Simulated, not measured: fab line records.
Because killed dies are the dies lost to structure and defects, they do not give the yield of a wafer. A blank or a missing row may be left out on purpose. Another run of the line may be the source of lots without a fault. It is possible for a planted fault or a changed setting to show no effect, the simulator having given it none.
One fault through the eyes of 2 desks / flow n5Finfet / what lay behind the numbers comes last; until then each desk has only its own

== THE METROLOGY DESK ==
What the gauges read, lot by lot, whatever tool the lot ran on: means of the sampled wafers that have a number. If a lot's mean is further than 4 standard deviations from the usual mean, the lot is out of limits and carries the mark OUT (the distance appears in the brackets). Only the readings that lie furthest out on some lot appear, 7 of the 12 it has.
Columns: A = HMC_CMP_THK at N5_PMOS_HMC_CHANNEL_EPI_THK_MEAS_22, usual 54.1 nm; B = CJ_P at N5_BEOL_M4_RC_MEAS_101, usual 5.78; C = DIBL_N at N5_BEOL_M4_RC_MEAS_101, usual 35.9 mV/V; D = IOFF_N at N5_BEOL_M4_RC_MEAS_101, usual 0.149 nA/um; E = ION_N at N5_BEOL_M4_RC_MEAS_101, usual 671 uA/um; F = VT_N at N5_BEOL_M4_RC_MEAS_101, usual 251 mV; G = VT_P at N5_BEOL_M4_RC_MEAS_101, usual -251 mV
lot=L499; first seen here=day 2 13:25; A=54.4; B=5.77; C=35.1; D=0.137; E=668; F=252; G=-256
lot=L502; first seen here=day 3 08:02; A=53.5; B=5.92; C=36.2; D=0.149; E=664; F=251; G=-255
lot=L503; first seen here=day 3 14:11; A=55.1; B=5.56; C=36.4; D=0.152; E=673; F=250; G=-248
lot=L505; first seen here=day 4 02:10; A=54.2; B=5.77; C=34.2; D=0.133; E=664; F=252; G=-250
lot=L506; first seen here=day 4 07:44; A=54.8; B=5.79; C=37.8; D=0.195; E=686; F=246; G=-250
lot=L507; first seen here=day 4 13:28; A=54.1; B=5.72; C=35.9; D=0.147; E=662; F=251; G=-249
lot=L511; first seen here=day 5 13:40; A=53.4; B=5.82; C=37.2; D=0.155; E=673; F=251; G=-252
lot=L518; first seen here=day 7 08:36; A=53.9; B=5.93; C=38.2; D=0.190; E=687; F=247; G=-247
lot=L519; first seen here=day 7 14:10; A=53.4; B=5.95; C=35.1; D=0.141; E=675; F=251; G=-251
Finding of this desk: none of the 9 lots has anything out of limits.

== THE TOOL OWNER'S DESK: rieSi-03 ==
The tool's own readings at N5_PMOS_HMC_CHANNEL_EPI_FIN_RECESS_16 (chemistry HBr/Cl2, target Si, target depth 54 nm, time 18 s): means of the sampled wafers that have a number, for each lot that ran on this tool. If a lot's mean is further than 4 standard deviations from the usual mean, the lot is out of limits and carries the mark OUT (the distance appears in the brackets).
Columns: A = HBr_flow_sccm at N5_PMOS_HMC_CHANNEL_EPI_FIN_RECESS_16, usual 149.9 sccm; B = drypumpMotorCurrentA at N5_PMOS_HMC_CHANNEL_EPI_FIN_RECESS_16, usual 5.6 A; C = oesProductAu at N5_PMOS_HMC_CHANNEL_EPI_FIN_RECESS_16, usual 1.007 a.u.; D = throttleValvePct at N5_PMOS_HMC_CHANNEL_EPI_FIN_RECESS_16, usual 35.44 %
lot=L503; first seen here=day 3 12:23; A=149.4; B=6.0; C=1.019; D=35.38
lot=L505; first seen here=day 4 00:19; A=149.5; B=6.0; C=1.016; D=35.28
lot=L507; first seen here=day 4 11:39; A=149.8; B=6.0; C=1.027; D=35.36
lot=L511; first seen here=day 5 11:52; A=149.8; B=5.8; C=1.023; D=35.16
Finding of this desk: none of the 4 lots has anything out of limits.

== ALL TOGETHER ==
Nothing out of limits was seen by the metrology desk.
The desk of the tool owner found nothing out of limits.

== WHAT THE SIMULATOR HAD PUT IN ==
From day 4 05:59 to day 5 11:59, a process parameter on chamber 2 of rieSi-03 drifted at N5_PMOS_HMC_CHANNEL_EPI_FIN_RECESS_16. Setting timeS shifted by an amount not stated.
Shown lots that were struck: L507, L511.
